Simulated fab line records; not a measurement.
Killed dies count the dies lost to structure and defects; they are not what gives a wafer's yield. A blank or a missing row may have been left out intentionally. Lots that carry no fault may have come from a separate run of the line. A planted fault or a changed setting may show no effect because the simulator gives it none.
fab line records    flow n5-finfet
record lots=7  wafers=39
route steps=1938 shown ZERO_LAYER@4 FIN_SAQP@130 SD_EPI_N@278 SD_EPI_P@321 MOL_CONTACT_COAG@586 BEOL_M1@814 BEOL_M3@1002 BEOL_M5@1160 BEOL_M6@1253 BEOL_M10@1488 BEOL_M11@1592 BEOL_M13@1696 PASSIVATION@1923
start-h: the number of hours between the record's first day and the start of the first shown wafer of the lot    wait-h: hours elapsed since this lot's preceding step    " as in the row above    L1.1+2: one row covering several wafers at once    - no value present, or no start provided    * or withheld: withheld    < > ~ a bound
route shown NAME@n: a module of which the file shows steps, and the number in the route of the first    usual: mean/standard deviation of fault-free wafers    same: alike in all rows    chamber/n: place in a boat    sites: each site's reading    _std_site: standard deviation across them    _edge_site: outer sites' mean less inner sites'    radius-mm: for every site, how far away it sits from the centre of the wafer    mask NAME#n: copy n    behind: tool/chamber where the wafer was last shaped    hold: what put the lot on hold/how long, in hours/how the hold closed    device: names the non-switching transistor (n, p or np)    end of line: the route-end tests of the same wafers    a step given without rows: its recipe and nothing more    killed: at the first sort, the dies lost to defects and structure; wafer yield is something else    map: the dies of a wafer, with x for killed, . for not killed, _ for no die there
set.NAME: the setting as run; set.NAME@STEP: as run at that earlier step    model.NAME: the simulator's own value behind a step, which no gauge read
lots where settings were altered on purpose, with a table for each step and a row for each wafer
## steps
# step N5_ZERO_LAYER_PECVD_02
# recipe material=SiO2  target-thk-a=100  temp-c=400  precursor=SiH4/N2O  pressure-torr=0.75  rf-w=275  time-s=6
# step N5_FIN_SAQP_ETCH_65
# recipe chemistry=CF4  target=SiO2  target-depth-a=40  ion-energy-ev=350  time-s=4.4  pressure-mtorr=10  icp-w=800  bias-w=400  cf4-flow-sccm=80
# step N5_SD_EPI_N_ETCH_45
# recipe chemistry=CH3F/O2  target=SiOCN  target-depth-a=60  mask-material=SOC  ion-energy-ev=60  bias-w=29  pressure-mtorr=15  source-w=410  Ar_flow_sccm=150  CH3F_flow_sccm=30  O2_flow_sccm=20
# step N5_SD_EPI_P_EPI_21
# recipe material=SiGe:B  dopant=B  temp-c=550  pressure-torr=20  ambient=H2  time-s=355
# step N5_MOL_CONTACT_COAG_VIA_ETCH_46
# recipe chemistry=C4F6/O2  target-depth-a=460  overetch-a=92  mask-material=SOC  target=SiO2  bias-w=455  pressure-mtorr=10  time-s=40  source-w=325  Ar_flow_sccm=300  C4F6_flow_sccm=10  O2_flow_sccm=10  ion-energy-ev=575.3  ends=end-point
# step N5_BEOL_M1_SPUTTER_48
# recipe material=Cu  target-thk-a=45  temp-c=-20  chamber-pressure-pa=0.07  power-w=withheld  time-s=8.29
# step N5_BEOL_M3_SPUTTER_88
# step N5_BEOL_M5_TRENCH_ETCH_37
# recipe chemistry=C4F6/O2  target-depth-a=716.52  target=SiCOH_lowk  time-s=24.7  ion-energy-ev=250  pressure-mtorr=30  source-w=345  bias-w=185  Ar_flow_sccm=300  C4F6_flow_sccm=10  O2_flow_sccm=10
# step N5_BEOL_M6_CVD_78
# recipe material=Co  target-thk-a=20  temp-c=withheld  precursor=CCTBA/H2  pressure-torr=30  time-s=142.3
# step N5_BEOL_M10_ETCH_62
# recipe chemistry=N2/H2  target=SOC  target-depth-a=1100  overetch-a=220  mask-material=SiARC  temp-c=40  time-s=165  ion-energy-ev=200  pressure-mtorr=30  source-w=840  bias-w=150  n2-flow-sccm=200  h2-flow-sccm=200
# step N5_BEOL_M11_CVD_75
# recipe material=Co  target-thk-a=20  temp-c=withheld  precursor=CCTBA/H2  pressure-torr=30  time-s=138.9
# step N5_BEOL_M13_TRENCH_ETCH_34
# recipe chemistry=C4F8/O2/Ar  target=SiOC  target-depth-a=4134.7  mask-material=SOC  pressure-mtorr=30  source-w=3000  bias-w=700  Ar_flow_sccm=400  C4F8_flow_sccm=15  O2_flow_sccm=8  he-inner-torr=15  he-outer-torr=30  time-s=162.6  ion-energy-ev=250
# step N5_PASSIVATION_DEVELOP_43
# recipe develop-time-s=60  rinse-liquid=diw  dry=air-spin  dev-temp-c=21
# step N5_PASSIVATION_PROBE_49
# usual defect-limited-yield=91.4/1.3  killed-dies=101/15  killed-on-rim=13/3.9  sort_bin_5_function=5.0/0.81
lot.wafer  tool       chamber  start-h  wait-h  set.time-s@ZERO_LAYER_PECVD_02  set.time-s@FIN_SAQP_ETCH_65  set.target-depth-a@SD_EPI_N_ETCH_45  set.epi-growth-time-s@SD_EPI_P_EPI_21  set.target-depth-a@MOL_CONTACT_COAG_VIA_ETCH_46  set.target-thk-a@BEOL_M1_SPUTTER_48  set.time-s@BEOL_M3_SPUTTER_88  set.target-depth-a@BEOL_M5_TRENCH_ETCH_37  set.target-thk-a@BEOL_M6_CVD_78  set.time-s@BEOL_M10_ETCH_62  set.target-thk-a@BEOL_M11_CVD_75  set.time-s@BEOL_M13_TRENCH_ETCH_34  set.develop-time-s@PASSIVATION_DEVELOP_43  defect-limited-yield[%]  killed-dies  killed-on-rim  sort_bin_5_function[%]
L075.1     prober-02  -        289.88   0.0     6                               4.4                          60                                   355                                    460                                              45                                   8.29                           716.52                                     20                               165                          20                                162.6                               60                                         91.3                     103          10             5.1
L075.2     prober-02  -        289.93   0.1     6                               4.4                          60                                   355                                    460                                              45                                   8.29                           716.52                                     20                               165                          20                                162.6                               60                                         90.3                     114          18             5.2
L075.6     prober-02  -        290.13   0.3     6                               4.4                          60                                   355                                    460                                              45                                   8.29                           716.52                                     20                               165                          20                                162.6                               60                                         92.1                     93           16             4.7
L082.1     prober-01  -        328.61   0.0     6                               3.708                        49.41                                194.9                                  460                                              45                                   11.84                          716.52                                     10.98                            165                          20                                106.4                               80.76                                      94.7                     62           11             2.6
L082.2     prober-01  -        328.66   0.1     6                               4.4                          60                                   194.9                                  460                                              45                                   11.84                          1056                                       20                               165                          20                                162.6                               60                                         86.4                     160          23             4.7
L082.3     prober-01  -        328.71   0.1     6                               4.4                          49.41                                194.9                                  253.2                                            71.42                                8.29                           1056                                       10.98                            165                          20                                106.4                               80.76                                      0                        1180         152            96.9
L082.4     prober-01  -        328.76   0.2     6                               3.708                        60                                   355                                    253.2                                            71.42                                11.84                          1056                                       10.98                            85.47                        20                                162.6                               60                                         0                        1180         152            97.5
L082.5     prober-01  -        328.81   0.2     6                               3.708                        60                                   355                                    460                                              71.42                                8.29                           716.52                                     20                               85.47                        20                                162.6                               80.76                                      0                        1180         152            96.9
L082.6     prober-01  -        328.86   0.3     6                               4.4                          49.41                                355                                    253.2                                            45                                   8.29                           716.52                                     20                               85.47                        20                                106.4                               60                                         0                        1180         152            97.8
L091.1     prober-02  -        376.29   0.0     6                               5.284                        60                                   355                                    199                                              38.15                                8.29                           716.52                                     20                               165                          20                                162.6                               60                                         0                        1180         152            96.2
L091.2     prober-02  -        376.34   0.1     6                               4.4                          60                                   355                                    460                                              45                                   4.301                          716.52                                     20                               239.7                        20                                162.6                               60                                         91.3                     103          10             4.8
L091.3     prober-02  -        376.39   0.1     9.368                           5.284                        60                                   162.7                                  460                                              45                                   8.29                           1000                                       30.73                            165                          20                                162.6                               60                                         91.6                     99           10             4.3
L091.4     prober-02  -        376.44   0.2     6                               5.284                        60                                   162.7                                  199                                              45                                   4.301                          716.52                                     30.73                            165                          23.96                             162.6                               60                                         0                        1180         152            95.7
L091.5     prober-02  -        376.49   0.2     9.368                           4.4                          60                                   162.7                                  460                                              38.15                                4.301                          1000                                       20                               239.7                        23.96                             162.6                               60                                         91.4                     102          22             5.8
L091.6     prober-02  -        376.54   0.3     9.368                           4.4                          60                                   355                                    199                                              38.15                                8.29                           1000                                       30.73                            239.7                        23.96                             162.6                               60                                         0                        1180         152            95.5
L092.1     prober-01  -        395.85   0.0     4.879                           6.959                        60                                   355                                    272.6                                            45                                   8.29                           716.52                                     20                               165                          20                                162.6                               60                                         0                        1180         152            97.5
L092.2     prober-01  -        395.90   0.1     6                               4.4                          60                                   355                                    460                                              36.78                                8.29                           716.52                                     20                               165                          14.54                             228.8                               35.64                                      92.1                     93           5              4.8
L092.3     prober-01  -        395.95   0.1     6                               4.4                          60                                   182.5                                  272.6                                            45                                   8.29                           549.6                                      20                               165                          14.54                             162.6                               60                                         0                        1180         152            96.4
L092.4     prober-01  -        396.00   0.2     6                               6.959                        60                                   182.5                                  460                                              36.78                                8.29                           716.52                                     20                               237.9                        14.54                             162.6                               35.64                                      92.5                     89           16             4.5
L092.5     prober-01  -        396.05   0.2     4.879                           4.4                          60                                   355                                    460                                              45                                   8.29                           549.6                                      20                               237.9                        20                                228.8                               35.64                                      91.4                     101          10             5.0
L092.6     prober-01  -        396.10   0.3     4.879                           6.959                        60                                   182.5                                  272.6                                            36.78                                8.29                           549.6                                      20                               237.9                        20                                228.8                               60                                         0                        1180         152            96.7
L088.1     prober-02  -        396.56   0.0     9.397                           2.823                        60                                   191.9                                  672.6                                            45                                   8.29                           716.52                                     20                               165                          12.22                             222.2                               70.61                                      91.6                     99           16             5.0
L088.2     prober-02  -        396.61   0.1     6                               4.4                          60                                   191.9                                  460                                              45                                   8.29                           943.8                                      20                               165                          12.22                             162.6                               70.61                                      92.1                     93           14             5.4
L088.3     prober-02  -        396.66   0.1     6                               2.823                        60                                   355                                    672.6                                            45                                   11.98                          716.52                                     25.83                            165                          12.22                             222.2                               60                                         93.1                     81           9              3.9
L088.4     prober-02  -        396.71   0.2     9.397                           2.823                        60                                   191.9                                  460                                              45                                   11.98                          943.8                                      25.83                            165                          20                                162.6                               60                                         90.5                     112          14             5.7
L088.5     prober-02  -        396.76   0.2     9.397                           4.4                          60                                   355                                    672.6                                            45                                   8.29                           943.8                                      25.83                            165                          20                                222.2                               70.61                                      88.6                     134          19             6.3
L088.6     prober-02  -        396.81   0.3     6                               4.4                          60                                   355                                    460                                              45                                   11.98                          716.52                                     20                               165                          20                                162.6                               60                                         90.5                     112          18             5.4
L094.1     prober-02  -        404.72   0.0     2.484                           3.565                        39.78                                256.6                                  273.3                                            27.78                                3.645                          716.52                                     20                               165                          20                                162.6                               60                                         0                        1180         152            95.8
L094.2     prober-02  -        404.77   0.1     2.484                           3.565                        60                                   256.6                                  460                                              27.78                                8.29                           840.3                                      27.22                            165                          26.64                             162.6                               60                                         90.5                     112          16             5.4
L094.3     prober-02  -        404.82   0.1     2.484                           4.4                          39.78                                355                                    273.3                                            45                                   3.645                          840.3                                      20                               165                          26.64                             219.5                               60                                         0                        1180         152            96.3
L094.4     prober-02  -        404.87   0.2     6                               4.4                          60                                   355                                    273.3                                            27.78                                8.29                           716.52                                     20                               165                          20                                219.5                               60                                         0                        1180         152            96.4
L094.5     prober-02  -        404.92   0.2     6                               3.565                        60                                   355                                    460                                              45                                   3.645                          716.52                                     27.22                            165                          26.64                             162.6                               60                                         90.8                     109          15             4.9
L094.6     prober-02  -        404.97   0.3     6                               4.4                          39.78                                256.6                                  460                                              45                                   8.29                           840.3                                      27.22                            165                          20                                219.5                               60                                         90.8                     108          13             5.3
L097.1     prober-02  -        438.86   0.0     6                               5.214                        86.95                                355                                    460                                              30.58                                8.29                           716.52                                     20                               133.8                        20                                162.6                               30.45                                      90.7                     110          16             6.0
L097.2     prober-02  -        438.91   0.1     3.057                           5.214                        60                                   178.8                                  207.6                                            45                                   9.912                          716.52                                     13.06                            133.8                        10.94                             196                                 30.45                                      0                        1180         152            96.0
L097.3     prober-02  -        438.96   0.1     3.057                           4.4                          86.95                                355                                    207.6                                            45                                   8.29                           716.52                                     13.06                            165                          10.94                             162.6                               30.45                                      0                        1180         152            96.6
L097.4     prober-02  -        439.01   0.2     3.057                           4.4                          60                                   355                                    460                                              30.58                                9.912                          1001                                       13.06                            165                          20                                196                                 60                                         91.0                     106          12             5.0
L097.5     prober-02  -        439.06   0.2     6                               4.4                          60                                   178.8                                  207.6                                            30.58                                9.912                          1001                                       20                               165                          10.94                             196                                 60                                         0                        1180         152            96.4
L097.6     prober-02  -        439.11   0.3     6                               5.214                        86.95                                178.8                                  460                                              45                                   8.29                           1001                                       20                               133.8                        20                                162.6                               60                                         93.6                     75           8              4.0
# killed by level:class
L075.1 MOL_CONTACT_COAG:geometric-particle:open=15 BEOL_M1:geometric-particle:open=11 STI_FIN_REVEAL:geometric-particle:open=10 BEOL_M3:geometric-particle:open=8 BEOL_M4:geometric-particle:open=8 GATE_CUT:geometric-particle:short=5 BEOL_M0_SAQP:geometric-particle:open=5 GATE_CUT:geometric-particle:open=4
L075.2 MOL_CONTACT_COAG:geometric-particle:open=21 BEOL_M1:geometric-particle:open=14 BEOL_M0_SAQP:geometric-particle:open=8 STI_FIN_REVEAL:geometric-particle:open=6 DUMMY_GATE:geometric-particle:open=6 FIN_SAQP:geometric-particle:short=5 GATE_CUT:geometric-particle:short=5 BEOL_M0_SAQP:geometric-particle:short=5
L075.6 MOL_CONTACT_COAG:geometric-particle:open=11 FIN_SAQP:geometric-particle:short=10 BEOL_M1:geometric-particle:open=10 BEOL_M0:geometric-particle:open=7 FIN_SAQP:geometric-particle:open=6 GATE_CUT:geometric-particle:open=5 MOL_CONTACT_COAG:geometric-particle:short=5 GATE_CUT:geometric-particle:short=4
L082.1 FIN_SAQP:geometric-particle:open=10 GATE_CUT:geometric-particle:short=5 BEOL_M2:geometric-particle:open=5 BEOL_M13:area-ecd=5 BEOL_M4:geometric-particle:open=4 STI_FIN_REVEAL:geometric-particle:open=3 MOL_CONTACT_COAG:geometric-particle:open=3 BEOL_M0_SAQP:geometric-particle:short=3
L082.2 BEOL_M5:area-etch=65 FIN_SAQP:geometric-particle:open=19 FIN_SAQP:geometric-particle:short=10 BEOL_M4:geometric-particle:open=7 MOL_CONTACT_COAG:geometric-particle:open=6 BEOL_M0_SAQP:geometric-particle:short=6 BEOL_M2:geometric-particle:open=6 DUMMY_GATE:geometric-particle:open=5
L082.3 MOL_CONTACT_COAG:area-etch=1104 FIN_SAQP:geometric-particle:open=14 FIN_SAQP:geometric-particle:short=10 BEOL_M4:geometric-particle:open=8 DUMMY_GATE:geometric-particle:open=7 MOL_CONTACT_COAG:geometric-particle:open=7 BEOL_M0_SAQP:geometric-particle:open=5 BEOL_M3:geometric-particle:open=5
L082.4 MOL_CONTACT_COAG:area-etch=1115 FIN_SAQP:geometric-particle:open=9 BEOL_M3:geometric-particle:open=7 BEOL_M0_SAQP:geometric-particle:short=7 FIN_SAQP:geometric-particle:short=6 DUMMY_GATE:geometric-particle:open=5 BEOL_M6:geometric-particle:open=4 BEOL_M0_SAQP:geometric-particle:open=3
L082.5 BEOL_M10:area-etch=1101 FIN_SAQP:geometric-particle:open=18 FIN_SAQP:geometric-particle:short=11 BEOL_M5:geometric-particle:open=7 BEOL_M1:geometric-particle:open=5 MOL_CONTACT_COAG:geometric-particle:open=4 BEOL_M0_SAQP:geometric-particle:short=4 STARTING-WAFER:geometric-particle:short=3
L082.6 MOL_CONTACT_COAG:area-etch=1094 BEOL_M2:geometric-particle:open=12 FIN_SAQP:geometric-particle:open=8 FIN_SAQP:geometric-particle:short=7 BEOL_M0_SAQP:geometric-particle:short=5 BEOL_M1:geometric-particle:open=5 BEOL_M5:geometric-particle:open=4 DUMMY_GATE:geometric-particle:open=3
L091.1 MOL_CONTACT_COAG:area-etch=1057 BEOL_M4:geometric-particle:open=14 FIN_SAQP:geometric-particle:open=11 STI_FIN_REVEAL:geometric-particle:open=9 BEOL_M0_SAQP:geometric-particle:open=9 FIN_SAQP:geometric-particle:short=8 MOL_CONTACT_COAG:geometric-particle:open=8 BEOL_M3:geometric-particle:open=8
L091.2 MOL_CONTACT_COAG:geometric-particle:open=16 BEOL_M1:geometric-particle:open=10 GATE_CUT:geometric-particle:short=6 BEOL_M0_SAQP:geometric-particle:open=5 BEOL_M2:geometric-particle:open=5 BEOL_M4:geometric-particle:open=5 FIN_SAQP:geometric-particle:short=4 BEOL_M3:geometric-particle:short=4
L091.3 BEOL_M0_SAQP:geometric-particle:open=12 BEOL_M0_SAQP:geometric-particle:short=10 BEOL_M1:geometric-particle:open=10 FIN_SAQP:geometric-particle:open=7 BEOL_M2:geometric-particle:open=6 STI_FIN_REVEAL:geometric-particle:open=5 MOL_CONTACT_COAG:geometric-particle:open=4 BEOL_M2:geometric-particle:short=4
L091.4 MOL_CONTACT_COAG:area-etch=1073 FIN_SAQP:geometric-particle:open=10 FIN_SAQP:geometric-particle:short=9 BEOL_M0_SAQP:geometric-particle:open=9 BEOL_M1:geometric-particle:open=8 MOL_CONTACT_COAG:geometric-particle:open=6 BEOL_M0_SAQP:geometric-particle:short=6 BEOL_M2:geometric-particle:open=6
L091.5 MOL_CONTACT_COAG:geometric-particle:open=13 BEOL_M1:geometric-particle:open=7 BEOL_M2:geometric-particle:open=7 BEOL_M3:geometric-particle:open=7 STI_FIN_REVEAL:geometric-particle:open=6 GATE_CUT:geometric-particle:short=6 BEOL_M0_SAQP:geometric-particle:short=5 STARTING-WAFER:geometric-particle:short=5
L091.6 MOL_CONTACT_COAG:area-etch=1071 BEOL_M0_SAQP:geometric-particle:open=16 BEOL_M0_SAQP:geometric-particle:short=12 FIN_SAQP:geometric-particle:short=10 MOL_CONTACT_COAG:geometric-particle:open=9 BEOL_M3:geometric-particle:open=7 BEOL_M4:geometric-particle:open=7 FIN_SAQP:geometric-particle:open=5
L092.1 MOL_CONTACT_COAG:area-etch=1104 BEOL_M0_SAQP:geometric-particle:short=8 BEOL_M2:geometric-particle:open=8 BEOL_M4:geometric-particle:open=5 FIN_SAQP:geometric-particle:open=4 STI_FIN_REVEAL:geometric-particle:open=3 DUMMY_GATE:geometric-particle:open=3 GATE_CUT:geometric-particle:short=3
L092.2 BEOL_M0_SAQP:geometric-particle:short=15 FIN_SAQP:geometric-particle:open=10 BEOL_M2:geometric-particle:open=9 BEOL_M4:geometric-particle:open=9 FIN_SAQP:geometric-particle:short=7 STI_FIN_REVEAL:geometric-particle:open=7 BEOL_M0_SAQP:geometric-particle:open=7 MOL_CONTACT_COAG:geometric-particle:open=4
L092.3 MOL_CONTACT_COAG:area-etch=1077 BEOL_M0_SAQP:geometric-particle:short=18 MOL_CONTACT_COAG:geometric-particle:open=15 BEOL_M0_SAQP:geometric-particle:open=10 STI_FIN_REVEAL:geometric-particle:open=6 DUMMY_GATE:geometric-particle:open=6 GATE_CUT:geometric-particle:short=6 FIN_SAQP:geometric-particle:short=5
L092.4 MOL_CONTACT_COAG:geometric-particle:open=12 FIN_SAQP:geometric-particle:short=8 BEOL_M0_SAQP:geometric-particle:short=8 BEOL_M0_SAQP:geometric-particle:open=8 FIN_SAQP:geometric-particle:open=6 BEOL_M1:geometric-particle:open=6 BEOL_M4:geometric-particle:open=5 DUMMY_GATE:geometric-particle:open=3
L092.5 BEOL_M2:geometric-particle:open=11 MOL_CONTACT_COAG:geometric-particle:open=9 FIN_SAQP:geometric-particle:short=8 FIN_SAQP:geometric-particle:open=8 GATE_CUT:geometric-particle:short=7 BEOL_M0_SAQP:geometric-particle:short=6 BEOL_M2:geometric-particle:short=5 GATE_CUT:geometric-particle:open=4
L092.6 MOL_CONTACT_COAG:area-etch=1095 DUMMY_GATE:geometric-particle:open=12 BEOL_M2:geometric-particle:open=12 FIN_SAQP:geometric-particle:open=6 GATE_CUT:geometric-particle:open=6 BEOL_M0_SAQP:geometric-particle:short=6 STARTING-WAFER:geometric-particle:short=5 BEOL_M0_SAQP:geometric-particle:open=4
L088.1 STI_FIN_REVEAL:geometric-particle:open=12 MOL_CONTACT_COAG:geometric-particle:open=12 BEOL_M0_SAQP:geometric-particle:open=10 BEOL_M0_SAQP:geometric-particle:short=7 FIN_SAQP:geometric-particle:open=4 BEOL_M1:geometric-particle:open=4 BEOL_M2:geometric-particle:open=4 BEOL_M4:geometric-particle:open=4
L088.2 STI_FIN_REVEAL:geometric-particle:open=15 MOL_CONTACT_COAG:geometric-particle:open=12 BEOL_M3:geometric-particle:open=6 BEOL_M2:geometric-particle:open=5 PASS1_CAP:geometric-particle:short=5 BEOL_M0_SAQP:geometric-particle:open=4 DUMMY_GATE:geometric-particle:open=3 BEOL_M1:geometric-particle:short=3
L088.3 MOL_CONTACT_COAG:geometric-particle:open=16 STI_FIN_REVEAL:geometric-particle:open=12 BEOL_M1:geometric-particle:open=8 FIN_SAQP:geometric-particle:open=6 STI_FIN_REVEAL:geometric-particle:short=4 BEOL_M0_SAQP:geometric-particle:open=3 BEOL_M0_SAQP:geometric-particle:short=3 ILD0:geometric-particle:open=2
L088.4 STI_FIN_REVEAL:geometric-particle:open=17 BEOL_M0_SAQP:geometric-particle:open=9 BEOL_M2:geometric-particle:open=9 MOL_CONTACT_COAG:geometric-particle:open=7 BEOL_M1:geometric-particle:open=7 GATE_CUT:geometric-particle:short=5 BEOL_M0_SAQP:geometric-particle:short=5 STARTING-WAFER:geometric-particle:short=5
L088.5 STI_FIN_REVEAL:geometric-particle:open=15 BEOL_M0_SAQP:geometric-particle:open=11 BEOL_M0_SAQP:geometric-particle:short=10 BEOL_M1:geometric-particle:open=9 MOL_CONTACT_COAG:geometric-particle:open=9 BEOL_M4:geometric-particle:open=9 BEOL_M2:geometric-particle:open=8 FIN_SAQP:geometric-particle:short=6
L088.6 MOL_CONTACT_COAG:geometric-particle:open=16 BEOL_M1:geometric-particle:open=14 BEOL_M4:geometric-particle:open=8 BEOL_M0_SAQP:geometric-particle:open=8 STI_FIN_REVEAL:geometric-particle:open=6 MOL_CONTACT_COAG:geometric-particle:short=6 BEOL_M2:geometric-particle:open=6 GATE_CUT:geometric-particle:short=5
L094.1 MOL_CONTACT_COAG:area-etch=1073 FIN_SAQP:geometric-particle:open=10 BEOL_M2:geometric-particle:open=8 SPACER0:geometric-particle:open=7 BEOL_M0_SAQP:geometric-particle:short=7 BEOL_M0_SAQP:geometric-particle:open=7 MOL_CONTACT_COAG:geometric-particle:open=6 BEOL_M3:geometric-particle:open=6
L094.2 STI_FIN_REVEAL:geometric-particle:open=15 FIN_SAQP:geometric-particle:open=11 BEOL_M2:geometric-particle:open=9 GATE_CUT:geometric-particle:short=8 BEOL_M3:geometric-particle:open=7 MOL_CONTACT_COAG:geometric-particle:open=6 BEOL_M3:geometric-particle:short=6 HKMG_FIN:area-etch=6
L094.3 MOL_CONTACT_COAG:area-etch=1057 BEOL_M0_SAQP:geometric-particle:open=18 BEOL_M0_SAQP:geometric-particle:short=16 BEOL_M2:geometric-particle:open=12 MOL_CONTACT_COAG:geometric-particle:open=10 BEOL_M4:geometric-particle:open=9 BEOL_M1:geometric-particle:open=8 FIN_SAQP:geometric-particle:open=6
L094.4 MOL_CONTACT_COAG:area-etch=1082 BEOL_M3:geometric-particle:open=16 MOL_CONTACT_COAG:geometric-particle:open=7 STI_FIN_REVEAL:geometric-particle:open=5 BEOL_M0_SAQP:geometric-particle:short=5 BEOL_M4:geometric-particle:open=5 BEOL_M1:geometric-particle:open=4 STARTING-WAFER:geometric-particle:open=4
L094.5 SPACER0:geometric-particle:open=13 FIN_SAQP:geometric-particle:open=11 BEOL_M3:geometric-particle:open=11 MOL_CONTACT_COAG:geometric-particle:open=7 DUMMY_GATE:geometric-particle:open=7 BEOL_M0:geometric-particle:open=6 BEOL_M0_SAQP:geometric-particle:open=5 STI_FIN_REVEAL:geometric-particle:open=4
L094.6 MOL_CONTACT_COAG:geometric-particle:open=12 BEOL_M0_SAQP:geometric-particle:short=11 BEOL_M3:geometric-particle:open=8 BEOL_M2:geometric-particle:open=7 BEOL_M0_SAQP:geometric-particle:open=6 GATE_CUT:geometric-particle:short=6 STI_FIN_REVEAL:geometric-particle:open=5 SPACER0:geometric-particle:short=5
L097.1 BEOL_M0_SAQP:geometric-particle:open=14 MOL_CONTACT_COAG:geometric-particle:open=13 BEOL_M0_SAQP:geometric-particle:short=13 STI_FIN_REVEAL:geometric-particle:open=8 FIN_SAQP:geometric-particle:open=7 BEOL_M10:area-etch=7 BEOL_M3:geometric-particle:open=6 FIN_SAQP:geometric-particle:short=4
L097.2 MOL_CONTACT_COAG:area-etch=1072 BEOL_M0_SAQP:geometric-particle:open=21 BEOL_M0_SAQP:geometric-particle:short=15 FIN_SAQP:geometric-particle:short=8 STI_FIN_REVEAL:geometric-particle:open=7 FIN_SAQP:geometric-particle:open=6 MOL_CONTACT_COAG:geometric-particle:open=6 BEOL_M3:geometric-particle:open=4
L097.3 MOL_CONTACT_COAG:area-etch=1075 BEOL_M0_SAQP:geometric-particle:open=16 BEOL_M0_SAQP:geometric-particle:short=13 MOL_CONTACT_COAG:geometric-particle:open=11 GATE_CUT:geometric-particle:short=8 STI_FIN_REVEAL:geometric-particle:open=7 FIN_SAQP:geometric-particle:open=6 BEOL_M2:geometric-particle:open=6
L097.4 BEOL_M0_SAQP:geometric-particle:short=14 BEOL_M0_SAQP:geometric-particle:open=9 DUMMY_GATE:geometric-particle:open=8 STI_FIN_REVEAL:geometric-particle:open=7 STARTING-WAFER:geometric-particle:short=6 BEOL_M3:geometric-particle:open=6 FIN_SAQP:geometric-particle:open=5 SPACER0:geometric-particle:open=4
L097.5 MOL_CONTACT_COAG:area-etch=1080 MOL_CONTACT_COAG:geometric-particle:open=16 BEOL_M0_SAQP:geometric-particle:open=15 BEOL_M4:geometric-particle:open=10 BEOL_M0_SAQP:geometric-particle:short=9 BEOL_M2:geometric-particle:open=9 FIN_SAQP:geometric-particle:short=6 STI_FIN_REVEAL:geometric-particle:open=5
L097.6 BEOL_M0_SAQP:geometric-particle:short=17 FIN_SAQP:geometric-particle:open=6 DUMMY_GATE:geometric-particle:open=5 BEOL_M1:geometric-particle:open=4 BEOL_M0_SAQP:geometric-particle:open=4 BEOL_M2:geometric-particle:open=4 GATE_CUT:geometric-particle:short=3 MOL_CONTACT_COAG:geometric-particle:short=3
## key
split step=N5_ZERO_LAYER_PECVD_02  setting=time-s  stated-as=6
response none clear
split step=N5_FIN_SAQP_ETCH_65  setting=time-s  stated-as=4.4
response none clear
split step=N5_SD_EPI_N_ETCH_45  setting=target-depth-a  stated-as=60
response none clear
split step=N5_SD_EPI_P_EPI_21  setting=epi-growth-time-s  stated-as=355
response none clear
split step=N5_MOL_CONTACT_COAG_VIA_ETCH_46  setting=target-depth-a  stated-as=460
response step=N5_PASSIVATION_PROBE_49  reading=sort_bin_5_function  slope=-1.56  per=1%  together-with=all  explained=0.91
response step=N5_PASSIVATION_PROBE_49  reading=defect-limited-yield  slope=+1.56  per=1%  together-with=all  explained=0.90
response step=N5_PASSIVATION_PROBE_49  reading=killed-dies  slope=-18.5  per=1%  together-with=all  explained=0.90
response step=N5_PASSIVATION_PROBE_49  reading=killed-on-rim  slope=-2.38  per=1%  together-with=all  explained=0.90
split step=N5_BEOL_M1_SPUTTER_48  setting=target-thk-a  stated-as=45
response none clear
split step=N5_BEOL_M3_SPUTTER_88  setting=time-s  stated-as=8.29
response none clear
split step=N5_BEOL_M5_TRENCH_ETCH_37  setting=target-depth-a  stated-as=716.52
response none clear
split step=N5_BEOL_M6_CVD_78  setting=target-thk-a  stated-as=20
response none clear
split step=N5_BEOL_M10_ETCH_62  setting=time-s  stated-as=165
response none clear
split step=N5_BEOL_M11_CVD_75  setting=target-thk-a  stated-as=20
response none clear
split step=N5_BEOL_M13_TRENCH_ETCH_34  setting=time-s  stated-as=162.6
response none clear
split step=N5_PASSIVATION_DEVELOP_43  setting=develop-time-s  stated-as=60
response none clear
